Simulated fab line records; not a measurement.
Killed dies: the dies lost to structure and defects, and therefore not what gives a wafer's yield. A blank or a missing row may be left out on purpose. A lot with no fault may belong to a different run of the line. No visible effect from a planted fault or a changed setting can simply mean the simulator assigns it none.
The tool behind it: which one? | flow nandHarc | 39 wafers from 13 lots sampled at 6 of the route's 1302 steps

== WHAT THE GAUGES SHOWED, per wafer ==
NHARC_P_M2_INSPECT_27. Usual: rawDefectCount at 329, with a standard deviation of 120.
lot  | measured     | on               | rawDefectCount | flag
L540 | day 7 02:38  | defectInspect-01 | 186 512 196    | 
L542 | day 7 17:50  | defectInspect-01 | 346 326 414    | 
L543 | day 8 09:23  | defectInspect-02 | 378 266 352    | 
L544 | day 8 12:25  | defectInspect-02 | 347 225 257    | 
L545 | day 9 08:08  | defectInspect-02 | 216 285 372    | 
L549 | day 10 23:25 | defectInspect-02 | 4753 4735 4435 | OFF
L551 | day 11 05:45 | defectInspect-01 | 4812 4505 4534 | OFF
L556 | day 13 23:26 | defectInspect-01 | 576 358 410    | 
L558 | day 14 10:49 | defectInspect-02 | 300 448 188    | 
L559 | day 14 16:10 | defectInspect-01 | 739 573 354    | 
L560 | day 15 04:41 | defectInspect-02 | 207 251 344    | 
L561 | day 15 19:57 | defectInspect-01 | 323 320 378    | 
L562 | day 15 22:42 | defectInspect-02 | 229 279 358    | 

NHARC_END_SORT_01. Usual: defectLimitedYield 90.9 % (standard deviation 2.6); killedAtArray 57 (standard deviation 18); killedAtOther 0.8 (standard deviation 1); killedAtPeriphery 3.9 (standard deviation 2.8); killedDies 62 (standard deviation 18); killedOpen 3.4 (standard deviation 1.8); killedShort 2.2 (standard deviation 1.6).
lot  | measured     | on        | defectLimitedYield (%) | killedAtArray | killedAtOther | killedAtPeriphery | killedDies  | killedOpen | killedShort | flag
L540 | day 25 20:25 | prober-02 | 92.0 92.0 92.0         | 49 51 50      | 0 0 0         | 5 3 4             | 54 54 54    | 3 4 1      | 2 1 5       | 
L542 | day 25 14:12 | prober-01 | 92.6 92.0 90.7         | 47 49 58      | 0 1 0         | 3 4 5             | 50 54 63    | 3 6 2      | 1 5 3       | 
L543 | day 26 14:32 | prober-02 | 92.8 91.0 90.5         | 41 46 54      | 3 1 0         | 5 14 10           | 49 61 64    | 3 2 6      | 4 7 1       | 
L544 | day 26 23:17 | prober-02 | 86.3 85.5 87.0         | 87 88 76      | 0 0 0         | 6 10 12           | 93 98 88    | 7 3 3      | 3 1 1       | 
L545 | day 27 08:34 | prober-01 | 91.7 88.6 89.4         | 51 76 70      | 2 0 0         | 3 1 2             | 56 77 72    | 2 3 4      | 3 0 0       | 
L549 | day 28 21:55 | prober-01 | 0 0 0                  | 61 51 57      | 0 1 3         | 616 625 617       | 677 677 677 | 0 1 1      | 2 2 2       | OFF
L551 | day 29 12:42 | prober-01 | 0 0 0                  | 51 45 52      | 1 0 1         | 625 632 624       | 677 677 677 | 5 4 4      | 0 1 4       | OFF
L556 | day 32 04:54 | prober-02 | 94.4 93.8 93.8         | 30 37 35      | 2 0 0         | 6 5 7             | 38 42 42    | 0 1 5      | 2 0 6       | 
L558 | day 32 12:42 | prober-01 | 91.3 91.0 91.9         | 53 59 52      | 0 1 0         | 6 1 3             | 59 61 55    | 3 2 4      | 0 1 3       | 
L559 | day 33 07:40 | prober-02 | 92.3 91.3 90.4         | 51 56 58      | 0 2 2         | 1 1 5             | 52 59 65    | 2 4 2      | 2 1 5       | 
L560 | day 33 15:46 | prober-01 | 93.4 92.0 94.8         | 35 44 26      | 0 0 1         | 10 10 8           | 45 54 35    | 3 3 3      | 4 3 5       | 
L561 | day 34 13:55 | prober-01 | 88.9 90.5 90.8         | 71 60 60      | 0 0 1         | 4 4 1             | 75 64 62    | 4 3 0      | 2 1 4       | 
L562 | day 34 02:55 | prober-02 | 91.6 85.2 87.4         | 54 98 81      | 1 0 1         | 2 2 3             | 57 100 85   | 3 1 5      | 2 2 5       | 

== EACH LOT AND THE TOOL THAT RAN IT (in order: tool; ch and the chambers of the sampled wafers; start) ==
lot  | NHARC_P_M2_DEGAS_29         | NHARC_P_M2_PVD_20                      | NHARC_P_M2_CMP_23             | NHARC_P_M2_DEP_33
L540 | pvdSputter-03, day 7 01:04  | pvdSputter-03, day 7 02:11 or earlier  | cmp-04 ch 0,1, day 7 02:11    | pecvd-03 ch 0,2, day 7 02:46
L542 | pvdSputter-03, day 7 16:17  | pvdSputter-03, day 7 17:23 or earlier  | cmp-01 ch 2,3, day 7 17:23    | pecvd-03 ch 0,1,2, day 7 18:06
L543 | pvdSputter-01, day 8 07:51  | pvdSputter-01, day 8 08:56 or earlier  | cmp-02 ch 0,1, day 8 08:56    | pecvd-04 ch 1,2, day 8 09:32
L544 | pvdSputter-02, day 8 10:52  | pvdSputter-02, day 8 11:57 or earlier  | cmp-01 ch 0,2,3, day 8 11:57  | pecvd-03 ch 1,2, day 8 12:37
L545 | pvdSputter-02, day 9 06:35  | pvdSputter-02, day 9 07:43 or earlier  | cmp-04 ch 0,2,3, day 9 07:43  | pecvd-03 ch 0,1,2, day 9 08:25
L549 | pvdSputter-01, day 10 21:52 | pvdSputter-01, day 10 22:56 or earlier | cmp-04 ch 2,3, day 10 22:56   | pecvd-01 ch 0,1, day 10 23:35
L551 | pvdSputter-02, day 11 04:10 | pvdSputter-02, day 11 05:15 or earlier | cmp-04 ch 1,2,3, day 11 05:15 | pecvd-03 ch 1,2, day 11 05:54
L556 | pvdSputter-02, day 13 21:53 | pvdSputter-02, day 13 22:58 or earlier | cmp-01 ch 0,1,2, day 13 22:58 | pecvd-03 ch 0,1,2, day 13 23:35
L558 | pvdSputter-03, day 14 09:16 | pvdSputter-03, day 14 10:20 or earlier | cmp-01 ch 1,2,3, day 14 10:20 | pecvd-04 ch 0,1,2, day 14 11:00
L559 | pvdSputter-01, day 14 14:38 | pvdSputter-01, day 14 15:42 or earlier | cmp-04 ch 0,1,3, day 14 15:42 | pecvd-04 ch 1,2, day 14 16:22
L560 | pvdSputter-02, day 15 03:08 | pvdSputter-02, day 15 04:15 or earlier | cmp-04 ch 0,2,3, day 15 04:15 | pecvd-04 ch 0,1, day 15 04:53
L561 | pvdSputter-01, day 15 18:22 | pvdSputter-01, day 15 19:28 or earlier | cmp-04 ch 0,1,3, day 15 19:28 | pecvd-04 ch 1,2, day 15 20:08
L562 | pvdSputter-01, day 15 21:08 | pvdSputter-01, day 15 22:16 or earlier | cmp-01 ch 2,3, day 15 22:16   | pecvd-03 ch 0,1,2, day 15 22:53
- NHARC_P_M2_DEGAS_29: time 60 s.
- NHARC_P_M2_PVD_20: deposits TaN, target thk 5 nm, time 8.06 s.
- NHARC_P_M2_CMP_23: polishes, t overpolish 20 s, target thk 144.3 nm.
- NHARC_P_M2_DEP_33: deposits SiCN, target thk 30 nm.

== WHAT THE TOOLS THEMSELVES READ (means of the sampled wafers that have a number; where no wafer has one, the mark that the record gives instead) ==
NHARC_P_M2_DEGAS_29. Usual: heaterPowerW at 326 W, with a standard deviation of 38.
lot  | tool          | heaterPowerW (W) | flag
L540 | pvdSputter-03 | 326              | 
L542 | pvdSputter-03 | 316              | 
L543 | pvdSputter-01 | 346              | 
L544 | pvdSputter-02 | 342              | 
L545 | pvdSputter-02 | 357              | 
L549 | pvdSputter-01 | 339              | 
L551 | pvdSputter-02 | 356              | 
L556 | pvdSputter-02 | 346              | 
L558 | pvdSputter-03 | 340              | 
L559 | pvdSputter-01 | 321              | 
L560 | pvdSputter-02 | 337              | 
L561 | pvdSputter-01 | 334              | 
L562 | pvdSputter-01 | 266              | 

NHARC_P_M2_PVD_20. Usual: substrateTempC 50.00 C, standard deviation 0.12; throttleValvePct 30.7 %, standard deviation 1.2.
lot  | tool          | substrateTempC (C) | throttleValvePct (%) | flag
L540 | pvdSputter-03 | 50.00              | 28.7                 | 
L542 | pvdSputter-03 | 50.05              | 29.2                 | 
L543 | pvdSputter-01 | 49.84              | 31.9                 | 
L544 | pvdSputter-02 | 50.00              | 30.6                 | 
L545 | pvdSputter-02 | 50.00              | 30.4                 | 
L549 | pvdSputter-01 | 50.05              | 31.6                 | 
L551 | pvdSputter-02 | 49.97              | 30.4                 | 
L556 | pvdSputter-02 | 50.13              | 30.2                 | 
L558 | pvdSputter-03 | 50.05              | 30.2                 | 
L559 | pvdSputter-01 | 49.93              | 32.1                 | 
L560 | pvdSputter-02 | 49.94              | 29.7                 | 
L561 | pvdSputter-01 | 49.99              | 31.9                 | 
L562 | pvdSputter-01 | 50.04              | 31.9                 | 

NHARC_P_M2_CMP_23. Usual: motorCurrentA 12.4 A, standard deviation 1; timeToEndpointS 28.3 s, standard deviation 2.9.
lot  | tool   | motorCurrentA (A) | timeToEndpointS (s) | flag
L540 | cmp-04 | 12.8              | 25.3                | 
L542 | cmp-01 | 11.8              | 28.7                | 
L543 | cmp-02 | 11.1              | 28.2                | 
L544 | cmp-01 | 12.5              | 31.6                | 
L545 | cmp-04 | 12.9              | 24.0                | 
L549 | cmp-04 | 13.2              | 37.7                | OFF
L551 | cmp-04 | 13.1              | 37.1                | OFF
L556 | cmp-01 | 13.0              | 28.8                | 
L558 | cmp-01 | 12.6              | 31.0                | 
L559 | cmp-04 | 12.9              | 25.5                | 
L560 | cmp-04 | 12.8              | 25.2                | 
L561 | cmp-04 | 12.6              | 24.9                | 
L562 | cmp-01 | 12.1              | 29.5                | 

NHARC_P_M2_DEP_33. Usual: heaterPowerW at 552 W, with a standard deviation of 74.
lot  | tool     | heaterPowerW (W) | flag
L540 | pecvd-03 | 606              | 
L542 | pecvd-03 | 533              | 
L543 | pecvd-04 | 487              | 
L544 | pecvd-03 | 563              | 
L545 | pecvd-03 | 554              | 
L549 | pecvd-01 | 580              | 
L551 | pecvd-03 | 582              | 
L556 | pecvd-03 | 527              | 
L558 | pecvd-04 | 551              | 
L559 | pecvd-04 | 478              | 
L560 | pecvd-04 | 639              | 
L561 | pecvd-04 | 511              | 
L562 | pecvd-03 | 557              | 

== THE ANSWER, worked out from the rows above alone ==
Rule: a lot is off if the mean of its wafers that have a number lies more than 3 standard deviations from the usual mean. Also off: a lot with no number at a reading for which 4 or more lots have one. The other lots that the step has rows for count as sound. First the gauges in route order, then the tools' own readings, where a lot's mean is used as printed above. At the first step where some lot is off, the reading lying furthest off is the one used; lots without a number count as furthest.
Off: L549, L551, at NHARC_P_M2_INSPECT_27 (rawDefectCount).
A tool fits if, at a process step before that reading, it ran every lot that is off, and no sound lot after the first of them. The gauges at NHARC_P_M2_INSPECT_27 aren't tried: what is off there is off at NHARC_END_SORT_01 too, on other tools, and a gauge's error can't cause that. NHARC_P_M2_PVD_20: start missing for some lots; hours and lot order therefore follow NHARC_P_M2_CMP_23. None of those tried fits.

== WHAT THE SIMULATOR HAD PUT IN ==
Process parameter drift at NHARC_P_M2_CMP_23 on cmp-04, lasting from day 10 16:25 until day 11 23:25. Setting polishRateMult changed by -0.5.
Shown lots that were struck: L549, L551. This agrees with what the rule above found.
